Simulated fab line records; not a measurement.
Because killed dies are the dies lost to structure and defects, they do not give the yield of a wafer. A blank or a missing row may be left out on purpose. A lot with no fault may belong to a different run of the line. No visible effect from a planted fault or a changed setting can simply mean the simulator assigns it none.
fab line records :: flow n5-finfet :: part 2 of 2: steps 44 to 44 of 44
record
  lots=5
  wafers=14
  last-day=19
route steps=1938 shown MOL_CONTACT_COAG@620 BEOL_M0_SAQP@632 BEOL_M0@726 BEOL_M4@1111 PASSIVATION@1936
lots with no fault: from the same line, run without faults
start-h: hours from the record's opening day to when the first of the lot's shown wafers began :: wait-h: time in hours since the lot's previous step :: " the same as in the row above :: L1.1+2: a single row standing in for several wafers :: - no value, or no start given :: * or withheld: withheld :: < > ~ a bound
route shown NAME@n: names a module that has steps shown in the file, with the first one's number in the route :: usual: mean/standard deviation taken from wafers without a fault :: same: alike in all rows :: chamber/n: place in a boat :: sites: the reading at each site :: _std_site: standard deviation of those values :: _edge_site: mean of outer sites minus mean of inner sites :: radius-mm: for every site, how far away it sits from the centre of the wafer :: mask NAME#n: copy n :: behind: the tool/chamber that last shaped the wafer :: hold: what put the lot on hold/how long, in hours/how the hold closed :: device: whichever transistor did not switch (one of n, p or np) :: end of line: the same wafers' tests at the end of the route :: where a step has no rows: the recipe by itself :: killed: count of dies lost to structure and defects at first sort (not the wafer's yield) :: map: dies across one wafer; x = killed, . = not, _ = none there
set.NAME: the setting that was run; set.NAME@STEP: the one run at that earlier step :: model.NAME: the simulator's own value behind a step, which no gauge read
lots at some steps of the route; a table a step, a row a wafer
services: the hour from which a tool's chamber was out of use, counted from the record's first day as start-h (under 0 if before that day), plus the number of hours and why
## steps
# step N5_PASSIVATION_PROBE_49
# usual
  defect-limited-yield=91.3/1.7
  killed_at_M0_to_M3=33/9.9
  killed_at_M4_up=14/6.4
  killed-at-contacts=12/7
  killed-at-front-end=41/13
  killed-at-other=3.1/2.9
  killed-dies=103/20
  killed-open=67/14
  killed-short=34/9.4
  sort_bin_5_function=5.1/1.1
  sort_bin_6_memory=3.2/0.79
  sort_bin_8_speed=0.02/0.15
  sort-n-pass=1077/21
  sort-yield-pct=91.2/1.7
# same
  gross-dies=1180
  killed-at-back-side=0
  sort_bin_4_leakage[%]=0
lot.wafer: L831.2
tool: prober-02
chamber: -
start-h: 265.61
wait-h: 0.1
defect-limited-yield[%]: 90.2
killed_at_M0_to_M3: 46
killed_at_M4_up: 12
killed-at-contacts: 22
killed-at-front-end: 31
killed-at-other: 5
killed-dies: 116
killed-open: 82
killed-short: 31
sort_bin_5_function[%]: 5.8
sort_bin_6_memory[%]: 3.6
sort_bin_8_speed[%]: 0
sort-n-pass: 1064
sort-yield-pct[%]: 90.2

lot.wafer: L831.5
tool: prober-02
chamber: -
start-h: 265.76
wait-h: 0.2
defect-limited-yield[%]: 92.8
killed_at_M0_to_M3: 35
killed_at_M4_up: 11
killed-at-contacts: 21
killed-at-front-end: 15
killed-at-other: 3
killed-dies: 85
killed-open: 55
killed-short: 28
sort_bin_5_function[%]: 4.9
sort_bin_6_memory[%]: 2.2
sort_bin_8_speed[%]: 0
sort-n-pass: 1095
sort-yield-pct[%]: 92.8

lot.wafer: L843.3
tool: prober-01
chamber: -
start-h: 345.55
wait-h: 0.1
defect-limited-yield[%]: 88.6
killed_at_M0_to_M3: 33
killed_at_M4_up: 33
killed-at-contacts: 15
killed-at-front-end: 49
killed-at-other: 5
killed-dies: 135
killed-open: 91
killed-short: 36
sort_bin_5_function[%]: 6.4
sort_bin_6_memory[%]: 4.1
sort_bin_8_speed[%]: 0
sort-n-pass: 1045
sort-yield-pct[%]: 88.6

lot.wafer: L843.4
tool: prober-01
chamber: -
start-h: 345.60
wait-h: 0.2
defect-limited-yield[%]: 91.9
killed_at_M0_to_M3: 24
killed_at_M4_up: 24
killed-at-contacts: 19
killed-at-front-end: 27
killed-at-other: 1
killed-dies: 95
killed-open: 74
killed-short: 20
sort_bin_5_function[%]: 4.8
sort_bin_6_memory[%]: 2.9
sort_bin_8_speed[%]: 0
sort-n-pass: 1085
sort-yield-pct[%]: 91.9

lot.wafer: L843.5
tool: prober-01
chamber: -
start-h: 345.65
wait-h: 0.2
defect-limited-yield[%]: 92.0
killed_at_M0_to_M3: 24
killed_at_M4_up: 12
killed-at-contacts: 14
killed-at-front-end: 41
killed-at-other: 3
killed-dies: 94
killed-open: 64
killed-short: 27
sort_bin_5_function[%]: 5.0
sort_bin_6_memory[%]: 2.5
sort_bin_8_speed[%]: 0
sort-n-pass: 1086
sort-yield-pct[%]: 92.0

lot.wafer: L845.2
tool: prober-01
chamber: -
start-h: 362.93
wait-h: 0.1
defect-limited-yield[%]: 84.7
killed_at_M0_to_M3: 39
killed_at_M4_up: 18
killed-at-contacts: 30
killed-at-front-end: 89
killed-at-other: 4
killed-dies: 180
killed-open: 116
killed-short: 63
sort_bin_5_function[%]: 9.1
sort_bin_6_memory[%]: 5.8
sort_bin_8_speed[%]: 0
sort-n-pass: 1000
sort-yield-pct[%]: 84.7

lot.wafer: L845.4
tool: prober-01
chamber: -
start-h: 363.03
wait-h: 0.2
defect-limited-yield[%]: 90.8
killed_at_M0_to_M3: 45
killed_at_M4_up: 7
killed-at-contacts: 13
killed-at-front-end: 39
killed-at-other: 4
killed-dies: 108
killed-open: 66
killed-short: 41
sort_bin_5_function[%]: 5.0
sort_bin_6_memory[%]: 3.9
sort_bin_8_speed[%]: 0
sort-n-pass: 1072
sort-yield-pct[%]: 90.8

lot.wafer: L845.6
tool: prober-01
chamber: -
start-h: 363.13
wait-h: 0.3
defect-limited-yield[%]: 85.8
killed_at_M0_to_M3: 57
killed_at_M4_up: 12
killed-at-contacts: 25
killed-at-front-end: 62
killed-at-other: 11
killed-dies: 167
killed-open: 102
killed-short: 64
sort_bin_5_function[%]: 7.9
sort_bin_6_memory[%]: 5.8
sort_bin_8_speed[%]: 0
sort-n-pass: 1013
sort-yield-pct[%]: 85.8

lot.wafer: L848.1
tool: prober-02
chamber: -
start-h: 378.20
wait-h: 0.0
defect-limited-yield[%]: 90.3
killed_at_M0_to_M3: 40
killed_at_M4_up: 13
killed-at-contacts: 11
killed-at-front-end: 46
killed-at-other: 4
killed-dies: 114
killed-open: 70
killed-short: 41
sort_bin_5_function[%]: 5.7
sort_bin_6_memory[%]: 3.6
sort_bin_8_speed[%]: 0
sort-n-pass: 1066
sort-yield-pct[%]: 90.3

lot.wafer: L848.5
tool: prober-02
chamber: -
start-h: 378.40
wait-h: 0.2
defect-limited-yield[%]: 91.4
killed_at_M0_to_M3: 28
killed_at_M4_up: 17
killed-at-contacts: 4
killed-at-front-end: 52
killed-at-other: 1
killed-dies: 102
killed-open: 60
killed-short: 34
sort_bin_5_function[%]: 4.6
sort_bin_6_memory[%]: 2.9
sort_bin_8_speed[%]: 0.34
sort-n-pass: 1074
sort-yield-pct[%]: 91.0

lot.wafer: L848.6
tool: prober-02
chamber: -
start-h: 378.45
wait-h: 0.3
defect-limited-yield[%]: 91.6
killed_at_M0_to_M3: 39
killed_at_M4_up: 12
killed-at-contacts: 10
killed-at-front-end: 35
killed-at-other: 3
killed-dies: 99
killed-open: 71
killed-short: 26
sort_bin_5_function[%]: 4.7
sort_bin_6_memory[%]: 3.2
sort_bin_8_speed[%]: 0.08
sort-n-pass: 1080
sort-yield-pct[%]: 91.5

lot.wafer: L852.1
tool: prober-01
chamber: -
start-h: 467.40
wait-h: 0.0
defect-limited-yield[%]: 91.4
killed_at_M0_to_M3: 26
killed_at_M4_up: 22
killed-at-contacts: 3
killed-at-front-end: 50
killed-at-other: 0
killed-dies: 101
killed-open: 69
killed-short: 32
sort_bin_5_function[%]: 4.7
sort_bin_6_memory[%]: 3.5
sort_bin_8_speed[%]: 0
sort-n-pass: 1079
sort-yield-pct[%]: 91.4

lot.wafer: L852.4
tool: prober-01
chamber: -
start-h: 467.55
wait-h: 0.2
defect-limited-yield[%]: 89.2
killed_at_M0_to_M3: 44
killed_at_M4_up: 17
killed-at-contacts: 14
killed-at-front-end: 50
killed-at-other: 2
killed-dies: 127
killed-open: 84
killed-short: 43
sort_bin_5_function[%]: 6.8
sort_bin_6_memory[%]: 3.6
sort_bin_8_speed[%]: 0
sort-n-pass: 1053
sort-yield-pct[%]: 89.2

lot.wafer: L852.5
tool: prober-01
chamber: -
start-h: 467.60
wait-h: 0.2
defect-limited-yield[%]: 91.2
killed_at_M0_to_M3: 23
killed_at_M4_up: 19
killed-at-contacts: 7
killed-at-front-end: 54
killed-at-other: 1
killed-dies: 104
killed-open: 75
killed-short: 28
sort_bin_5_function[%]: 5.8
sort_bin_6_memory[%]: 2.8
sort_bin_8_speed[%]: 0
sort-n-pass: 1076
sort-yield-pct[%]: 91.2
# killed by level:class
L831.2 MOL_CONTACT_COAG:geometric-particle:open=17 BEOL_M3:geometric-particle:open=14 BEOL_M0_SAQP:geometric-particle:short=8 BEOL_M1:geometric-particle:open=6 STI_FIN_REVEAL:geometric-particle:open=5 GATE_CUT:geometric-particle:open=5 MOL_CONTACT_COAG:geometric-particle:short=5 BEOL_M0_SAQP:geometric-particle:open=5
L831.5 MOL_CONTACT_COAG:geometric-particle:open=15 BEOL_M3:geometric-particle:open=14 MOL_CONTACT_COAG:geometric-particle:short=6 BEOL_M0_SAQP:geometric-particle:short=6 BEOL_M0_SAQP:geometric-particle:open=5 BEOL_M1:geometric-particle:open=4 BEOL_M8:geometric-particle:open=3 STARTING-WAFER:geometric-particle:short=3
L843.3 BEOL_M4:geometric-particle:open=16 MOL_CONTACT_COAG:geometric-particle:open=13 DUMMY_GATE:geometric-particle:open=12 BEOL_M0_SAQP:geometric-particle:short=9 BEOL_M1:geometric-particle:open=8 STARTING-WAFER:geometric-particle:short=7 BEOL_M0_SAQP:geometric-particle:open=7 BEOL_M2:geometric-particle:open=6
L843.4 MOL_CONTACT_COAG:geometric-particle:open=13 BEOL_M4:geometric-particle:open=11 FIN_SAQP:geometric-particle:open=8 BEOL_M3:geometric-particle:open=7 DUMMY_GATE:geometric-particle:open=6 BEOL_M0_SAQP:geometric-particle:short=6 MOL_CONTACT_COAG:geometric-particle:short=5 BEOL_M5:geometric-particle:open=5
L843.5 FIN_SAQP:geometric-particle:open=13 MOL_CONTACT_COAG:geometric-particle:open=12 BEOL_M2:geometric-particle:open=8 FIN_SAQP:geometric-particle:short=6 BEOL_M0_SAQP:geometric-particle:open=5 BEOL_M4:geometric-particle:open=5 STI_FIN_REVEAL:geometric-particle:open=4 BEOL_M0_SAQP:geometric-particle:short=4
L845.2 STI_FIN_REVEAL:geometric-particle:open=37 MOL_CONTACT_COAG:geometric-particle:open=24 FIN_SAQP:geometric-particle:short=11 FIN_SAQP:geometric-particle:open=10 GATE_CUT:geometric-particle:short=9 BEOL_M0_SAQP:geometric-particle:short=8 STI_FIN_REVEAL:geometric-particle:short=7 BEOL_M2:geometric-particle:open=7
L845.4 BEOL_M2:geometric-particle:open=16 GATE_CUT:geometric-particle:short=13 MOL_CONTACT_COAG:geometric-particle:open=10 BEOL_M3:geometric-particle:open=7 STI_FIN_REVEAL:geometric-particle:open=5 BEOL_M0_SAQP:geometric-particle:short=5 BEOL_M1:geometric-particle:open=5 STARTING-WAFER:geometric-particle:open=5
L845.6 BEOL_M0_SAQP:geometric-particle:short=20 STI_FIN_REVEAL:geometric-particle:open=20 MOL_CONTACT_COAG:geometric-particle:open=20 BEOL_M0_SAQP:geometric-particle:open=14 FIN_SAQP:geometric-particle:open=9 FIN_SAQP:geometric-particle:short=9 GATE_CUT:geometric-particle:short=7 BEOL_M2:geometric-particle:open=7
L848.1 BEOL_M0_SAQP:geometric-particle:short=16 STI_FIN_REVEAL:geometric-particle:open=13 FIN_SAQP:geometric-particle:open=12 MOL_CONTACT_COAG:geometric-particle:open=10 BEOL_M0_SAQP:geometric-particle:open=9 BEOL_M3:geometric-particle:open=9 FIN_SAQP:geometric-particle:short=6 BEOL_M5:geometric-particle:open=5
L848.5 STI_FIN_REVEAL:geometric-particle:open=14 FIN_SAQP:geometric-particle:short=13 BEOL_M3:geometric-particle:open=9 FIN_SAQP:geometric-particle:open=8 BEOL_M0_SAQP:geometric-particle:short=7 HKMG_FIN:area-etch=7 BEOL_M0_SAQP:geometric-particle:open=5 MOL_CONTACT_COAG:geometric-particle:open=4
L848.6 BEOL_M0_SAQP:geometric-particle:open=11 MOL_CONTACT_COAG:geometric-particle:open=10 BEOL_M0_SAQP:geometric-particle:short=10 BEOL_M4:geometric-particle:open=8 FIN_SAQP:geometric-particle:open=7 DUMMY_GATE:geometric-particle:open=5 BEOL_M3:geometric-particle:open=5 FIN_SAQP:geometric-particle:short=4
L852.1 BEOL_M4:geometric-particle:open=16 STI_FIN_REVEAL:geometric-particle:open=15 BEOL_M3:geometric-particle:open=10 FIN_SAQP:geometric-particle:short=6 BEOL_M1:geometric-particle:open=6 DUMMY_GATE:geometric-particle:open=5 BEOL_M0_SAQP:geometric-particle:short=5 STI_FIN_REVEAL:geometric-particle:short=4
L852.4 STI_FIN_REVEAL:geometric-particle:open=18 MOL_CONTACT_COAG:geometric-particle:open=10 BEOL_M1:geometric-particle:open=10 BEOL_M3:geometric-particle:open=10 FIN_SAQP:geometric-particle:open=8 BEOL_M1:geometric-particle:short=8 BEOL_M4:geometric-particle:open=8 BEOL_M0_SAQP:geometric-particle:short=6
L852.5 STI_FIN_REVEAL:geometric-particle:open=12 FIN_SAQP:geometric-particle:open=10 BEOL_M3:geometric-particle:open=10 FIN_SAQP:geometric-particle:short=9 BEOL_M4:geometric-particle:open=9 DUMMY_GATE:geometric-particle:open=6 MOL_CONTACT_COAG:geometric-particle:open=6 BEOL_M1:geometric-particle:open=4
## services
tool: pecvd-02
chamber: 1
start-h: 89.46
hours: 16.5
kind: scheduled-down

tool: pecvd-04
chamber: -
start-h: 131.73
hours: 0.5
kind: repair

tool: rie-diel-04
chamber: 3
start-h: 133.61
hours: 22.5
kind: repair

tool: rie-diel-06
chamber: 2
start-h: 136.40
hours: 2.6
kind: repair

tool: rie-diel-05
chamber: -
start-h: 147.61
hours: 14.6
kind: pm

tool: pecvd-04
chamber: 0
start-h: 165.96
hours: 12.2
kind: repair

tool: rie-diel-05
chamber: 0
start-h: 175.21
hours: 1.2
kind: repair

tool: rie-diel-06
chamber: -
start-h: 177.84
hours: 0.6
kind: repair

tool: rie-diel-04
chamber: 0
start-h: 185.19
hours: 4.0
kind: repair

tool: pecvd-03
chamber: -
start-h: 189.70
hours: 2.8
kind: pm

tool: rie-diel-03
chamber: 1
start-h: 192.64
hours: -
kind: clean

tool: rie-diel-03
chamber: 1
start-h: 192.64
hours: -
kind: consumable-replace:focus-ring

tool: rie-diel-03
chamber: 1
start-h: 192.64
hours: 15.9
kind: scheduled-down

tool: rie-diel-03
chamber: 1
start-h: 192.64
hours: 15.9
kind: vent-cycle

tool: cvd-w-02
chamber: 1
start-h: 196.63
hours: 7.4
kind: repair

tool: pecvd-02
chamber: 2
start-h: 202.38
hours: -
kind: clean

tool: pecvd-02
chamber: 2
start-h: 202.38
hours: -
kind: consumable-replace:showerhead

tool: pecvd-02
chamber: 2
start-h: 202.38
hours: 29.0
kind: scheduled-down

tool: pecvd-02
chamber: 2
start-h: 202.38
hours: 29.0
kind: vent-cycle

tool: rie-diel-03
chamber: 2
start-h: 208.58
hours: -
kind: clean

tool: pecvd-02
chamber: -
start-h: 231.82
hours: 5.6
kind: repair

tool: pecvd-04
chamber: 0
start-h: 231.97
hours: 6.2
kind: repair

tool: rie-diel-06
chamber: 3
start-h: 235.37
hours: 2.3
kind: repair

tool: rie-diel-05
chamber: 1
start-h: 237.91
hours: 6.5
kind: repair
